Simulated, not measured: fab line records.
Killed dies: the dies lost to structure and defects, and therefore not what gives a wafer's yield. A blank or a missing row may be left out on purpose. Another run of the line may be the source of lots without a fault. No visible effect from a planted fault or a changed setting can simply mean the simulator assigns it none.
Lot-split experiment || flow n5Finfet || on a route of 1938 steps: 7 lots, 21 wafers read

## SPLIT DETAILS
At N5_BEOL_M6_EXPOSE_08 (exposes mask M6), the setting doseMj was moved away from the recipe's 68.25 on 6 of the 21 wafers read, by -7.2% to -2.1%. For the rest of the wafers, this setting stayed at what the recipe calls for.

## FROM THE SPLIT TO THE READING: what the file shows between them, 15 steps
- N5_BEOL_M6_PEB_09: peb time 60 s
- N5_BEOL_M6_DEVELOP_10: develop time 30 s
- N5_BEOL_M6_CD_MEAS_11: target cd 38.5 nm
- N5_BEOL_M6_DESCUM_16: chemistry O2, time 7.9 s
- N5_BEOL_M6_ETCH_61: etches SiARC in CF4, target depth 45.5 nm, time 75.8 s
- N5_BEOL_M6_ETCH_62: etches SOC in N2/H2, target depth 110 nm, overetch 22 nm, time 165 s (also split here: timeS)
- N5_BEOL_M6_STRIP_68: strips in N2/H2
- N5_BEOL_M6_STRIP_67: strips in CF4
- N5_BEOL_M6_HM_OPEN_17: chemistry Cl2/BCl3, target TiN, target depth 20 nm, overetch 6 nm
- N5_BEOL_M6_STRIP_19: strips in O2
- N5_BEOL_M6_CD_MEAS_18: pitch 80 nm, target cd 40 nm
- N5_BEOL_M6_COAT_63: time 60 s, resist thk 60 nm
- N5_BEOL_M6_COAT_64: time 60 s, resist thk 12 nm
- N5_BEOL_M6_PRECLEAN_42: cleans in residue remover, time 60 s
- N5_BEOL_M6_SRD_43: time 30 s

## THE READING
cdNm, in nm, at N5_BEOL_M6_CD_MEAS_35 (target cd 40 nm, target cd y 28 nm). Typical for fault-free wafers on this fab line: 40.0 nm, with standard deviation 0.56 nm.

{"wafer": "L074.1", "tool, chamber at the split": "arfiScanner-02, 0", "doseMj as run": 68.25, "against the recipe": "recipe", "cdNm, nm": 40.9, "against lot-mates on the recipe": "-"}
{"wafer": "L074.4", "tool, chamber at the split": "arfiScanner-02, 0", "doseMj as run": 63.78, "against the recipe": "-6.5%", "cdNm, nm": 39.2, "against lot-mates on the recipe": -1.8}
{"wafer": "L074.5", "tool, chamber at the split": "arfiScanner-02, 0", "doseMj as run": 68.25, "against the recipe": "recipe", "cdNm, nm": 41.0, "against lot-mates on the recipe": "-"}
{"wafer": "L080.1", "tool, chamber at the split": "arfiScanner-01, 0", "doseMj as run": 68.25, "against the recipe": "recipe", "cdNm, nm": 39.7, "against lot-mates on the recipe": "-"}
{"wafer": "L080.3", "tool, chamber at the split": "arfiScanner-01, 0", "doseMj as run": 68.25, "against the recipe": "recipe", "cdNm, nm": 40.4, "against lot-mates on the recipe": "-"}
{"wafer": "L080.6", "tool, chamber at the split": "arfiScanner-01, 0", "doseMj as run": 68.25, "against the recipe": "recipe", "cdNm, nm": 40.3, "against lot-mates on the recipe": "-"}
{"wafer": "L084.1", "tool, chamber at the split": "arfiScanner-01, 0", "doseMj as run": 68.25, "against the recipe": "recipe", "cdNm, nm": 39.2, "against lot-mates on the recipe": "-"}
{"wafer": "L084.2", "tool, chamber at the split": "arfiScanner-01, 0", "doseMj as run": 68.25, "against the recipe": "recipe", "cdNm, nm": 39.8, "against lot-mates on the recipe": "-"}
{"wafer": "L084.3", "tool, chamber at the split": "arfiScanner-01, 0", "doseMj as run": 68.25, "against the recipe": "recipe", "cdNm, nm": 40.1, "against lot-mates on the recipe": "-"}
{"wafer": "L087.2", "tool, chamber at the split": "arfiScanner-02, 0", "doseMj as run": 63.31, "against the recipe": "-7.2%", "cdNm, nm": 35.9, "against lot-mates on the recipe": -3.2}
{"wafer": "L087.3", "tool, chamber at the split": "arfiScanner-02, 0", "doseMj as run": 68.25, "against the recipe": "recipe", "cdNm, nm": 39.1, "against lot-mates on the recipe": "-"}
{"wafer": "L087.6", "tool, chamber at the split": "arfiScanner-02, 0", "doseMj as run": 63.31, "against the recipe": "-7.2%", "cdNm, nm": 36.6, "against lot-mates on the recipe": -2.5}
{"wafer": "L091.1", "tool, chamber at the split": "arfiScanner-01, 0", "doseMj as run": 68.25, "against the recipe": "recipe", "cdNm, nm": 39.4, "against lot-mates on the recipe": "-"}
{"wafer": "L091.4", "tool, chamber at the split": "arfiScanner-01, 0", "doseMj as run": 66.85, "against the recipe": "-2.1%", "cdNm, nm": 38.4, "against lot-mates on the recipe": -1.2}
{"wafer": "L091.5", "tool, chamber at the split": "arfiScanner-01, 0", "doseMj as run": 68.25, "against the recipe": "recipe", "cdNm, nm": 39.9, "against lot-mates on the recipe": "-"}
{"wafer": "L094.1", "tool, chamber at the split": "arfiScanner-03, 0", "doseMj as run": 68.25, "against the recipe": "recipe", "cdNm, nm": 41.0, "against lot-mates on the recipe": "-"}
{"wafer": "L094.3", "tool, chamber at the split": "arfiScanner-03, 0", "doseMj as run": 66.83, "against the recipe": "-2.1%", "cdNm, nm": 40.9, "against lot-mates on the recipe": -0.1}
{"wafer": "L094.5", "tool, chamber at the split": "arfiScanner-03, 0", "doseMj as run": 66.83, "against the recipe": "-2.1%", "cdNm, nm": 39.9, "against lot-mates on the recipe": -1.1}
{"wafer": "L095.3", "tool, chamber at the split": "arfiScanner-03, 0", "doseMj as run": 68.25, "against the recipe": "recipe", "cdNm, nm": 40.4, "against lot-mates on the recipe": "-"}
{"wafer": "L095.4", "tool, chamber at the split": "arfiScanner-03, 0", "doseMj as run": 68.25, "against the recipe": "recipe", "cdNm, nm": 40.3, "against lot-mates on the recipe": "-"}
{"wafer": "L095.6", "tool, chamber at the split": "arfiScanner-03, 0", "doseMj as run": 68.25, "against the recipe": "recipe", "cdNm, nm": 40.1, "against lot-mates on the recipe": "-"}

FIT RESULTS
A straight line over all 21 wafers: cdNm changes by +0.411 nm for each +1% of doseMj; r = +0.78; the points scatter about the line by 0.85 nm.
The same after taking each lot's own level away (the mean of its wafers on the recipe; 21 wafers): +0.359 nm for each +1%; r = +0.93; scatter 0.36 nm.
The reading moves by 2.6 nm for the largest change in doseMj, on that fit.
Measured against the standard deviation above, the lots' own levels, which go from 39.10 to 41.00 nm, span 3.4 times it.
So the lot-to-lot level blurs the effect unless lot-mates are compared.
Check: for one of the wafers moved furthest among these (-7.2%), held out of the fit, the line's prediction against its lot-mates is -2.31 nm. It came out at -3.2 nm against them.

## ADDITIONAL SPLITS CARRIED BY THESE WAFERS
Other splits were also applied to these wafers ahead of the reading. Each is held against what the fit with the lots' levels taken away leaves over:
{"other split on the same wafers": "N5_BEOL_M4_TRENCH_ETCH_37 sourceW", "wafers away from the commonest value": 8, "r with cdNm (lot level and that fit taken away)": "+0.48"}
{"other split on the same wafers": "N5_BEOL_M4_SPUTTER_86 timeS", "wafers away from the commonest value": 6, "r with cdNm (lot level and that fit taken away)": "+0.04"}
{"other split on the same wafers": "N5_BEOL_M5_DEP_56 timeS", "wafers away from the commonest value": 8, "r with cdNm (lot level and that fit taken away)": "+0.08"}
{"other split on the same wafers": "N5_BEOL_M6_ETCH_62 timeS", "wafers away from the commonest value": 8, "r with cdNm (lot level and that fit taken away)": "+0.65"}

## THE WHOLE CHAIN: every reading that the file lists as answering this split, in the file's order
{"step": "N5_BEOL_M6_CD_MEAS_11", "what it does": "target cd 38.5 nm", "reading": "cdNm", "change (the file's fit)": "+0.516 nm for each +1% of the setting", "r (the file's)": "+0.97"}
{"step": "N5_BEOL_M6_ETCH_61", "what it does": "etches SiARC in CF4, target depth 45.5 nm, time 75.8 s", "reading": "BEOL_M6.cdOffsetNm (the simulator's own value, which no gauge read)", "change (the file's fit)": "+0.474 nm for each +1% of the setting", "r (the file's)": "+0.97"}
{"step": "N5_BEOL_M6_ETCH_62", "what it does": "etches SOC in N2/H2, target depth 110 nm, overetch 22 nm, time 165 s", "reading": "BEOL_M6.cdOffsetNm (the simulator's own value, which no gauge read)", "change (the file's fit)": "+0.385 nm for each +1% of the setting", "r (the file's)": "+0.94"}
{"step": "N5_BEOL_M6_HM_OPEN_17", "what it does": "chemistry Cl2/BCl3, target TiN, target depth 20 nm, overetch 6 nm", "reading": "BEOL_M6.cdOffsetNm (the simulator's own value, which no gauge read)", "change (the file's fit)": "+0.384 nm for each +1% of the setting", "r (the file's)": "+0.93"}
{"step": "N5_BEOL_M6_CD_MEAS_18", "what it does": "pitch 80 nm, target cd 40 nm", "reading": "cdNm", "change (the file's fit)": "+0.367 nm for each +1% of the setting", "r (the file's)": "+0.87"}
{"step": "N5_BEOL_M6_CD_MEAS_35", "what it does": "target cd 40 nm, target cd y 28 nm", "reading": "cdNm", "change (the file's fit)": "+0.344 nm for each +1% of the setting", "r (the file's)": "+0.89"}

## THE FILE'S OWN FIT
cdNm changes by +0.344 nm for each +1% of doseMj, r = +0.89.
